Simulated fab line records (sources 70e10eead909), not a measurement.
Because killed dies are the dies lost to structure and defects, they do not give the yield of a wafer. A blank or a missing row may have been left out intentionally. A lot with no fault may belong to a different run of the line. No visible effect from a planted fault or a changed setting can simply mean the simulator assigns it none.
Which tool was responsible?	flow nand harc	24 lots with 72 wafers sampled at 6 steps, on a route of 1302 steps

## WHAT EACH GAUGE READ, for each wafer
No reading from a measuring or inspecting step in the record can be judged against a usual standard deviation.

## TOOL THAT RAN EACH LOT (tool first, then ch and the chambers of the sampled wafers, then the start)
lot	NHARC_A_CHANNEL_HOLE_D2_ETCH_21	NHARC_A_CHANNEL_FILL_D2_ALD_02	NHARC_A_STAIRCASE_TRIM_16	NHARC_A_STAIRCASE_ETCH_19	NHARC_A_STAIRCASE_ETCH_25	NHARC_A_STAIRCASE_ETCH_234
L074	har etch-01 ch 0,1, day 12 15:30	ald hk-02 ch 0,1,2, day 12 21:07	rie diel-12 ch 0,2,3, no start	rie diel-12 ch 0,1,3, no start	rie diel-12 ch 0,2,3, no start	rie diel-01 ch 1,2,3, no start
L075	har etch-02 ch 0,1, day 13 09:07	ald hk-02 ch 0,1,2, day 13 14:44	rie diel-12 ch 2,3, no start	rie diel-12 ch 1,2,3, no start	rie diel-12 ch 0,1, no start	rie diel-01 ch 2,3, no start
L076	har etch-02 ch 0,1, day 14 02:20	ald hk-04 ch 0,1, day 14 07:49	rie diel-12 ch 0,2,3, no start	rie diel-12 ch 1,3, no start	rie diel-12 ch 0,1,2, no start	rie diel-06 ch 0,3, no start
L077	har etch-01 ch 0,1, day 14 10:34	ald hk-01 ch 0,2, day 14 15:57	rie diel-01 ch 1,2, no start	rie diel-01 ch 0,2, no start	rie diel-01 ch 0,2, no start	rie diel-12 ch 0,1,2, no start
L078	har etch-02 ch 0,1, day 14 19:07	ald hk-01 ch 0,3, day 15 01:59	rie diel-01 ch 0,1,3, no start	rie diel-01 ch 0,2,3, no start	rie diel-06 ch 0,2,3, no start	rie diel-12 ch 1,3, no start
L079	har etch-02 ch 0,1, day 15 09:20	ald hk-04 ch 0,1, day 15 14:53	rie diel-06 ch 0,1, no start	rie diel-06 ch 0,1,2, no start	rie diel-01 ch 1,2,3, no start	rie diel-12 ch 0,1, no start
L080	har etch-01 ch 0,1, day 15 21:09	ald hk-01 ch 1,2,3, day 16 02:47	rie diel-01 ch 0,3, no start	rie diel-01 ch 1,3, no start	rie diel-06 ch 0,1,2, no start	rie diel-12 ch 0,1, no start
L081	har etch-01 ch 0,1, day 16 08:04	ald hk-02 ch 0,1,2, day 16 13:32	rie diel-06 ch 1,2,3, no start	rie diel-06 ch 0,2, no start	rie diel-06 ch 1,3, no start	rie diel-01 ch 1,3, no start
L082	har etch-02 ch 0, day 16 10:53	ald hk-01 ch 0,2,3, day 16 16:57	rie diel-01 ch 0,1,3, no start	rie diel-01 ch 0,2,3, no start	rie diel-01 ch 0,3, no start	rie diel-12 ch 1,2, no start
L083	har etch-02 ch 0, day 17 11:48	ald hk-01 ch 1,2,3, day 17 17:48	rie diel-01 ch 1,2, no start	rie diel-01 ch 0,1,3, no start	rie diel-01 ch 0,2,3, no start	rie diel-12 ch 0,2,3, no start
L085	har etch-02 ch 0,1, day 17 16:51	ald hk-01 ch 0,1,2, day 17 22:19	rie diel-12 ch 0,2,3, no start	rie diel-12 ch 1,2,3, no start	rie diel-06 ch 1,2,3, no start	rie diel-06 ch 1,2,3, no start
L084	har etch-01 ch 0,1, day 17 18:31	ald hk-01 ch 1,2,3, day 18 00:07	rie diel-06 ch 1,2, no start	rie diel-06 ch 0,3, no start	rie diel-12 ch 0,3, no start	rie diel-06 ch 1,2,3, no start
L086	har etch-02 ch 0,1, day 18 07:43	ald hk-02 ch 1,2,3, day 18 13:20	rie diel-06 ch 0,3, no start	rie diel-06 ch 1,2, no start	rie diel-06 ch 0,1, no start	rie diel-06 ch 1,2,3, no start
L088	har etch-02 ch 0,1, day 19 14:04	ald hk-02 ch 0,3, day 19 19:24	rie diel-12 ch 0,2,3, no start	rie diel-12 ch 0,3, no start	rie diel-12 ch 0,1, no start	rie diel-12 ch 1,2,3, no start
L087	har etch-01 ch 0,1, day 19 14:46	ald hk-04 ch 0,1,3, day 19 20:17	rie diel-01 ch 0,2, no start	rie diel-01 ch 0,3, no start	rie diel-01 ch 1,2,3, no start	rie diel-06 ch 0,1, no start
L089	har etch-02 ch 0,1, day 19 18:10	ald hk-02 ch 2,3, day 19 23:36	rie diel-12 ch 0,1,2, no start	rie diel-12 ch 0,3, no start	rie diel-06 ch 0,1, no start	rie diel-12 ch 0,1,2, no start
L090	har etch-01 ch 0,1, day 19 19:02	ald hk-04 ch 0,3, day 20 00:34	rie diel-06 ch 0,1, no start	rie diel-06 ch 0,1,2, no start	rie diel-01 ch 0,1,3, no start	rie diel-01 ch 1,3, no start
L091	har etch-02 ch 0,1, day 20 08:22	ald hk-01 ch 1,2,3, day 20 13:42	rie diel-01 ch 2,3, no start	rie diel-01 ch 2,3, no start	rie diel-01 ch 1,2,3, no start	rie diel-06 ch 2,3, no start
L092	har etch-01 ch 0,1, day 20 17:44	ald hk-04 ch 0,1,3, day 20 23:14	rie diel-12 ch 0,1,2, no start	rie diel-12 ch 0,1,2, no start	rie diel-06 ch 0,1,3, no start	rie diel-06 ch 0,1,2, no start
L093	har etch-02 ch 0,1, day 20 18:46	ald hk-04 ch 0,2,3, day 21 00:14	rie diel-12 ch 0,1,2, no start	rie diel-12 ch 0,1,2, no start	rie diel-06 ch 1,2,3, no start	rie diel-12 ch 0,1,2, no start
L094	har etch-01 ch 0,1, day 21 05:52	ald hk-02 ch 0,1,2, day 21 11:35	rie diel-12 ch 0,1,3, no start	rie diel-12 ch 1,2,3, no start	rie diel-01 ch 1,2,3, no start	rie diel-12 ch 0,1,2, no start
L095	har etch-02 ch 0,1, day 21 14:22	ald hk-02 ch 1,2,3, day 21 19:50	rie diel-01 ch 0,1,3, no start	rie diel-01 ch 1,3, no start	rie diel-12 ch 0,1,3, no start	rie diel-12 ch 0,2, no start
L096	har etch-02 ch 0,1, day 22 11:53	ald hk-01 ch 0,1,2, day 22 17:22	rie diel-06 ch 0,2, no start	rie diel-06 ch 0,2,3, no start	rie diel-06 ch 0,1,3, no start	rie diel-01 ch 0,1,2, no start
L097	har etch-01 ch 0,1, day 22 12:11	ald hk-01 ch 0,1,2, day 22 18:29	rie diel-12 ch 1,2,3, no start	rie diel-12 ch 0,1,3, no start	rie diel-12 ch 0,1,3, no start	rie diel-01 ch 0,3, no start
- NHARC_A_CHANNEL_HOLE_D2_ETCH_21: etches the open film in C4F8/O2/Ar, time 514.3 s, target depth 1600 nm.
- NHARC_A_CHANNEL_FILL_D2_ALD_02: deposits SiO2, target thk 6 nm, pulse time 10 s, ald cycles 60.
- NHARC_A_STAIRCASE_TRIM_16: chemistry O2, time 211.2 s.
- NHARC_A_STAIRCASE_ETCH_19: etches the open film in C4F8/O2, target depth 100 nm, time 40.5 s.
- NHARC_A_STAIRCASE_ETCH_25: etches the open film in C4F8/O2, target depth 100 nm, time 40.5 s.
- NHARC_A_STAIRCASE_ETCH_234: etches the open film in C4F8/O2, target depth 100 nm, time 40.5 s.

## WHAT THE TOOLS THEMSELVES READ (means of the sampled wafers that have a number; where no wafer has one, the mark that the record gives instead)
NHARC_A_CHANNEL_HOLE_D2_ETCH_21.
lot	tool	drypump motor current A (A)	showerhead plenum p Torr (Torr)	throttle valve pct (%)
L074	har etch-01	5.63	3.668	32.160
L075	har etch-02	5.56	3.674	32.153
L076	har etch-02	5.81	3.678	32.150
L077	har etch-01	5.64	3.675	32.164
L078	har etch-02	5.82	3.672	32.149
L079	har etch-02	5.82	3.668	32.144
L080	har etch-01	5.65	3.646	32.164
L081	har etch-01	5.64	3.642	32.152
L082	har etch-02	5.32	3.644	32.152
L083	har etch-02	5.31	3.641	32.157
L085	har etch-02	5.56	3.647	32.162
L084	har etch-01	5.67	3.628	32.162
L086	har etch-02	5.58	3.643	32.146
L088	har etch-02	5.57	3.635	32.153
L087	har etch-01	5.63	3.634	32.147
L089	har etch-02	5.80	3.641	32.156
L090	har etch-01	5.64	3.614	32.151
L091	har etch-02	5.56	3.627	32.155
L092	har etch-01	5.63	3.606	32.157
L093	har etch-02	5.82	3.630	32.153
L094	har etch-01	5.65	3.601	32.155
L095	har etch-02	5.56	3.616	32.144
L096	har etch-02	5.58	3.615	32.150
L097	har etch-01	5.65	3.595	32.140

NHARC_A_CHANNEL_FILL_D2_ALD_02.
lot	tool	heater power w (W)	precursor pulse height rel
L074	ald hk-02	483	1.002
L075	ald hk-02	484	1.002
L076	ald hk-04	494	1.003
L077	ald hk-01	421	1.004
L078	ald hk-01	440	0.990
L079	ald hk-04	500	0.990
L080	ald hk-01	455	1.014
L081	ald hk-02	478	0.983
L082	ald hk-01	439	1.024
L083	ald hk-01	458	1.009
L085	ald hk-01	427	0.985
L084	ald hk-01	459	1.004
L086	ald hk-02	469	0.993
L088	ald hk-02	429	0.989
L087	ald hk-04	478	1.006
L089	ald hk-02	458	1.010
L090	ald hk-04	460	0.980
L091	ald hk-01	456	1.031
L092	ald hk-04	477	0.998
L093	ald hk-04	481	1.013
L094	ald hk-02	471	1.002
L095	ald hk-02	474	0.993
L096	ald hk-01	426	0.997
L097	ald hk-01	431	0.999

NHARC_A_STAIRCASE_TRIM_16.
lot	tool	drypump motor current A (A)	oes product au (a.u.)	rf vpp V (V)	showerhead plenum p Torr (Torr)	throttle valve pct (%)
L074	rie diel-12	6.0	1.007	57.4	3.49	17.036
L075	rie diel-12	5.9	1.010	57.2	3.32	17.034
L076	rie diel-12	6.0	0.997	58.0	3.49	17.039
L077	rie diel-01	6.2	1.006	56.7	3.33	17.035
L078	rie diel-01	5.9	1.006	57.2	3.56	17.036
L079	rie diel-06	5.6	0.999	56.9	3.44	17.038
L080	rie diel-01	5.7	1.014	58.9	3.70	17.041
L081	rie diel-06	5.5	1.011	57.7	3.56	17.037
L082	rie diel-01	5.9	1.005	56.9	3.55	17.033
L083	rie diel-01	6.2	1.007	57.5	3.31	17.036
L085	rie diel-12	6.0	1.011	58.4	3.65	17.035
L084	rie diel-06	5.2	1.005	58.8	3.67	17.044
L086	rie diel-06	5.7	1.008	56.9	3.39	17.045
L088	rie diel-12	6.0	1.006	57.8	3.65	17.036
L087	rie diel-01	5.6	1.009	57.9	3.36	17.046
L089	rie diel-12	6.0	0.999	57.5	3.59	17.034
L090	rie diel-06	5.7	0.996	58.0	3.47	17.041
L091	rie diel-01	5.8	1.017	57.7	3.60	17.031
L092	rie diel-12	6.0	1.000	59.0	3.58	17.044
L093	rie diel-12	6.0	0.998	57.9	3.58	17.029
L094	rie diel-12	5.8	0.999	57.3	3.72	17.031
L095	rie diel-01	5.9	1.004	58.5	3.53	17.043
L096	rie diel-06	5.4	1.012	57.9	3.49	17.026
L097	rie diel-12	5.9	1.003	58.1	3.59	17.038

NHARC_A_STAIRCASE_ETCH_19.
lot	tool	oes product au (a.u.)	rf vpp V (V)
L074	rie diel-12	0.949	897
L075	rie diel-12	0.945	894
L076	rie diel-12	0.947	896
L077	rie diel-01	0.946	890
L078	rie diel-01	0.953	897
L079	rie diel-06	0.937	898
L080	rie diel-01	0.955	894
L081	rie diel-06	0.956	900
L082	rie diel-01	0.954	896
L083	rie diel-01	0.949	897
L085	rie diel-12	0.951	899
L084	rie diel-06	0.956	891
L086	rie diel-06	0.961	901
L088	rie diel-12	0.945	905
L087	rie diel-01	0.952	899
L089	rie diel-12	0.943	905
L090	rie diel-06	0.933	896
L091	rie diel-01	0.957	899
L092	rie diel-12	0.929	899
L093	rie diel-12	0.928	897
L094	rie diel-12	0.945	898
L095	rie diel-01	0.956	898
L096	rie diel-06	0.958	894
L097	rie diel-12	0.944	904

NHARC_A_STAIRCASE_ETCH_25.
lot	tool	oes product au (a.u.)	rf vpp V (V)
L074	rie diel-12	0.945	894
L075	rie diel-12	0.939	902
L076	rie diel-12	0.924	899
L077	rie diel-01	0.936	895
L078	rie diel-06	0.953	897
L079	rie diel-01	0.956	895
L080	rie diel-06	0.944	896
L081	rie diel-06	0.946	894
L082	rie diel-01	0.955	900
L083	rie diel-01	0.946	896
L085	rie diel-06	0.956	897
L084	rie diel-12	0.951	905
L086	rie diel-06	0.957	893
L088	rie diel-12	0.930	903
L087	rie diel-01	0.951	893
L089	rie diel-06	0.957	892
L090	rie diel-01	0.964	896
L091	rie diel-01	0.949	893
L092	rie diel-06	0.937	893
L093	rie diel-06	0.936	897
L094	rie diel-01	0.960	892
L095	rie diel-12	0.954	904
L096	rie diel-06	0.941	893
L097	rie diel-12	0.940	903

NHARC_A_STAIRCASE_ETCH_234.
lot	tool	oes product au (a.u.)	rf vpp V (V)
L074	rie diel-01	0.947	894
L075	rie diel-01	0.961	894
L076	rie diel-06	0.949	891
L077	rie diel-12	0.928	898
L078	rie diel-12	0.940	896
L079	rie diel-12	0.935	903
L080	rie diel-12	0.942	902
L081	rie diel-01	0.954	894
L082	rie diel-12	0.949	894
L083	rie diel-12	0.941	900
L085	rie diel-06	0.951	897
L084	rie diel-06	0.960	897
L086	rie diel-06	0.965	897
L088	rie diel-12	0.952	898
L087	rie diel-06	0.931	895
L089	rie diel-12	0.951	897
L090	rie diel-01	0.957	894
L091	rie diel-06	0.952	899
L092	rie diel-06	0.944	895
L093	rie diel-12	0.946	897
L094	rie diel-12	0.937	897
L095	rie diel-12	0.939	895
L096	rie diel-01	0.950	897
L097	rie diel-01	0.930	900

## THE ANSWER, worked out from the rows above alone
Rule: the usual values come from the lots themselves. Put in order of their means at a reading, lots are off if they are a third of the lots or fewer, leave a main group of 4 or more, and stand apart from it by a gap of 3 or more times the standard deviation of the main group's means; of several such gaps the widest counts. A main group is skipped when, at the precision printed for the reading in the tables above, its means are all equal. A lot without any number at a reading at which 4 lots or more have one is off too. Where the step has rows for the other lots, those lots are counted as sound. The gauges are gone through in route order, then the tools' own readings, and for those a lot's mean is taken as printed above. At the first step where some lot is off, the reading lying furthest off is the one used; lots without a number count as furthest.
No lot is off on any of the readings shown, so nothing can be concluded from this.

## WHAT HAD BEEN PUT IN BY THE SIMULATOR
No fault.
